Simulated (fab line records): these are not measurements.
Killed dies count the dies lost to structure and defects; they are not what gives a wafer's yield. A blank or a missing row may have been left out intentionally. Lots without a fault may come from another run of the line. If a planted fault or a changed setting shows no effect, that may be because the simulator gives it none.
Which tool did it?    flow nandHarc    12 lots, 36 wafers sampled, at 6 steps of a route of 1302

## WHAT EACH GAUGE READ, for each wafer
NHARC_A_ONON_D2_THK_MEAS_14: measures by ellipsometry.
lot   measured      on            thkNm (nm)
L973  day 13 13:24  filmMetro-02  1011 1012 1013
L974  day 13 13:32  filmMetro-02  1002 1003 1001
L976  day 15 09:25  filmMetro-01  1594 1595 1592
L978  day 15 09:04  filmMetro-02  1603 1603 1603
L983  day 17 06:23  filmMetro-02  995 993 995
L986  day 18 07:38  filmMetro-01  1004 1003 1003
L985  day 18 07:25  filmMetro-01  1007 1005 1007
L984  day 18 07:29  filmMetro-02  1002 1002 1002
L987  day 19 01:55  filmMetro-01  990 991 991
L988  day 19 12:55  filmMetro-01  1001 999 999
L991  day 20 23:49  filmMetro-01  998 998 998
L993  day 21 09:07  filmMetro-02  990 990 991

NHARC_END_SORT_01.
lot   measured      on         killedAtArray  killedAtOther  killedAtPeriphery  killedDies   killedOpen  killedShort
L976  day 27 06:32  prober-01  674 670 674    0 0 1          3 7 2              677 677 677  3 4 3       1 1 1
L978  day 26 20:40  prober-02  668 669 673    2 0 0          7 8 4              677 677 677  2 3 5       6 4 1

## WHICH TOOL RAN EACH LOT (tool, then ch and the chambers of the sampled wafers, then the start)
lot   NHARC_A_CHANNEL_HOLE_D1_ETCH_26  NHARC_A_CHANNEL_FILL_D1_ALD_03                NHARC_A_CHANNEL_FILL_D1_ALD_16   NHARC_A_ONON_D2_DEP_12
L973  harEtch-02 ch 1, day 9 22:44     aldSinBatch-02 ch 0, day 10 14:43 or earlier  aldHk-01 ch 0,1,2, day 10 14:43  pecvdOnon-02 ch 0, day 13 12:57
L974  harEtch-01 ch 0,1, day 9 23:05   aldSinBatch-02 ch 0, day 10 14:41 or earlier  aldHk-03 ch 0,1,2, day 10 14:41  pecvdOnon-01 ch 0, day 13 13:01
L976  harEtch-02 ch 0, day 10 19:46    aldSinBatch-01 ch 0, day 11 10:32 or earlier  aldHk-01 ch 0,1,3, day 11 10:32  pecvdOnon-02 ch 0, day 15 08:58
L978  harEtch-02 ch 0,1, day 11 17:40  aldSinBatch-03 ch 0, day 12 07:58 or earlier  aldHk-01 ch 1,3, day 12 07:58    pecvdOnon-02 ch 0, day 15 08:33
L983  harEtch-01 ch 0,1, day 13 13:19  aldSinBatch-01 ch 0, day 14 03:45 or earlier  aldHk-03 ch 0,3, day 14 03:45    pecvdOnon-01 ch 0, day 17 05:56
L986  harEtch-02 ch 0,1, day 14 13:40  aldSinBatch-02 ch 0, day 15 03:59 or earlier  aldHk-01 ch 0,1, day 15 03:59    pecvdOnon-02 ch 0, day 18 07:07
L985  harEtch-01 ch 0,1, day 14 14:36  aldSinBatch-02 ch 0, day 15 03:59 or earlier  aldHk-03 ch 0,1,2, day 15 03:59  pecvdOnon-01 ch 0, day 18 06:55
L984  harEtch-02 ch 0, day 14 17:52    aldSinBatch-02 ch 0, day 15 08:08 or earlier  aldHk-03 ch 1,3, day 15 08:08    pecvdOnon-04 ch 0, day 18 07:02
L987  harEtch-02 ch 0, day 15 06:23    aldSinBatch-02 ch 0, day 15 20:41 or earlier  aldHk-03 ch 0,3, day 15 20:41    pecvdOnon-04 ch 0, day 19 01:27
L988  harEtch-01 ch 0,1, day 15 18:40  aldSinBatch-03 ch 0, day 16 10:08 or earlier  aldHk-03 ch 2,3, day 16 10:08    pecvdOnon-02 ch 0, day 19 12:24
L991  harEtch-01 ch 0,1, day 17 03:21  aldSinBatch-03 ch 0, day 17 18:55 or earlier  aldHk-02 ch 1,2,3, day 17 18:55  pecvdOnon-04 ch 0, day 20 23:23
L993  harEtch-02 ch 0,1, day 17 17:19  aldSinBatch-01 ch 0, day 18 09:46 or earlier  aldHk-02 ch 0,1,3, day 18 09:46  pecvdOnon-02 ch 0, day 21 08:40
- NHARC_A_CHANNEL_HOLE_D1_ETCH_26: etches the open film in C4F8/O2/Ar, time 224.1 s, target depth 300 nm.
- NHARC_A_CHANNEL_FILL_D1_ALD_03: deposits SiNx, target thk 6 nm, pulse time 60 s, ald cycles 58.
- NHARC_A_CHANNEL_FILL_D1_ALD_16: deposits SiO2, target thk 1.5 nm, pulse time 10 s, ald cycles 15.
- NHARC_A_ONON_D2_DEP_12: target thk 1000 nm.

## AS READ BY THE TOOLS THEMSELVES (means over the sampled wafers that have a number; for cases with no such wafer, the mark the record gives instead)
NHARC_A_CHANNEL_HOLE_D1_ETCH_26.
lot   tool        drypumpMotorCurrentA (A)  mfcArSccm (sccm)  showerheadPlenumPTorr (Torr)  throttleValvePct (%)
L973  harEtch-02  4.9                       374.7             3.49                          24.586
L974  harEtch-01  6.0                       375.0             3.73                          24.588
L976  harEtch-02  5.0                       373.2             3.80                          24.580
L978  harEtch-02  5.0                       374.6             3.69                          24.589
L983  harEtch-01  5.9                       374.9             3.70                          24.584
L986  harEtch-02  5.0                       375.5             3.67                          24.580
L985  harEtch-01  5.9                       374.7             3.65                          24.591
L984  harEtch-02  5.0                       374.0             3.77                          24.579
L987  harEtch-02  5.0                       375.9             3.77                          24.591
L988  harEtch-01  5.9                       375.2             3.64                          24.588
L991  harEtch-01  5.9                       375.5             3.63                          24.585
L993  harEtch-02  5.0                       374.8             3.84                          24.583

NHARC_A_CHANNEL_FILL_D1_ALD_03.
lot   tool            precursorPulseHeightRel
L973  aldSinBatch-02  0.996
L974  aldSinBatch-02  0.989
L976  aldSinBatch-01  0.997
L978  aldSinBatch-03  1.003
L983  aldSinBatch-01  0.999
L986  aldSinBatch-02  1.012
L985  aldSinBatch-02  1.010
L984  aldSinBatch-02  1.024
L987  aldSinBatch-02  1.002
L988  aldSinBatch-03  1.007
L991  aldSinBatch-03  1.013
L993  aldSinBatch-01  1.006

NHARC_A_CHANNEL_FILL_D1_ALD_16.
lot   tool      heaterPowerOuterW (W)  heaterPowerW (W)  precursorPulseHeightRel
L973  aldHk-01  251                    431               1.010
L974  aldHk-03  248                    455               0.996
L976  aldHk-01  257                    441               0.997
L978  aldHk-01  270                    444               0.985
L983  aldHk-03  222                    408               0.987
L986  aldHk-01  239                    415               1.000
L985  aldHk-03  251                    456               0.996
L984  aldHk-03  261                    461               0.997
L987  aldHk-03  222                    411               0.995
L988  aldHk-03  250                    440               1.000
L991  aldHk-02  276                    481               1.010
L993  aldHk-02  306                    506               1.009

NHARC_A_ONON_D2_DEP_12.
lot   tool          n2FlowSccm (sccm)  n2oFlowSccm (sccm)
L973  pecvdOnon-02  2756               2002
L974  pecvdOnon-01  2746               2006
L976  pecvdOnon-02  2755               2001
L978  pecvdOnon-02  2752               2005
L983  pecvdOnon-01  2750               1999
L986  pecvdOnon-02  2750               2005
L985  pecvdOnon-01  2761               1995
L984  pecvdOnon-04  2750               2006
L987  pecvdOnon-04  2749               2005
L988  pecvdOnon-02  2754               1998
L991  pecvdOnon-04  2753               1992
L993  pecvdOnon-02  2751               2006

## THE ANSWER, worked out from the rows above alone
Rule: usual is defined by the lots themselves. Put in order of their means at a reading, lots are off if they are a third of the lots or fewer, leave a main group of 4 or more, and stand apart from it by a gap of 3 or more times the standard deviation of the main group's means; of several such gaps the widest counts. A main group whose means are all the same, to the digits that the tables above print for the reading, isn't used. Also off: a lot with no number at a reading for which 4 or more lots have one. All remaining lots with rows at the step are treated as sound. First the gauges in route order, then the tools' own readings, where a lot's mean is used as printed above. The first step at which some lot is off is used, and at that step the reading that is off furthest; a lot without a number counts as furthest.
Off: L976, L978 (NHARC_A_ONON_D2_THK_MEAS_14, thkNm). For the main group the mean is 1000 nm and the standard deviation 6.5.
A tool fits if, at a process step before that reading, it ran every lot that is off, and no sound lot after the first of them. Gauges at NHARC_A_ONON_D2_THK_MEAS_14: tried the same way as those tools. Because NHARC_A_CHANNEL_FILL_D1_ALD_03 lacks a start for some lots, the hours and order of its lots are taken from NHARC_A_CHANNEL_FILL_D1_ALD_16. Of those tried, none fits.

## WHAT THE SIMULATOR HAD INSERTED
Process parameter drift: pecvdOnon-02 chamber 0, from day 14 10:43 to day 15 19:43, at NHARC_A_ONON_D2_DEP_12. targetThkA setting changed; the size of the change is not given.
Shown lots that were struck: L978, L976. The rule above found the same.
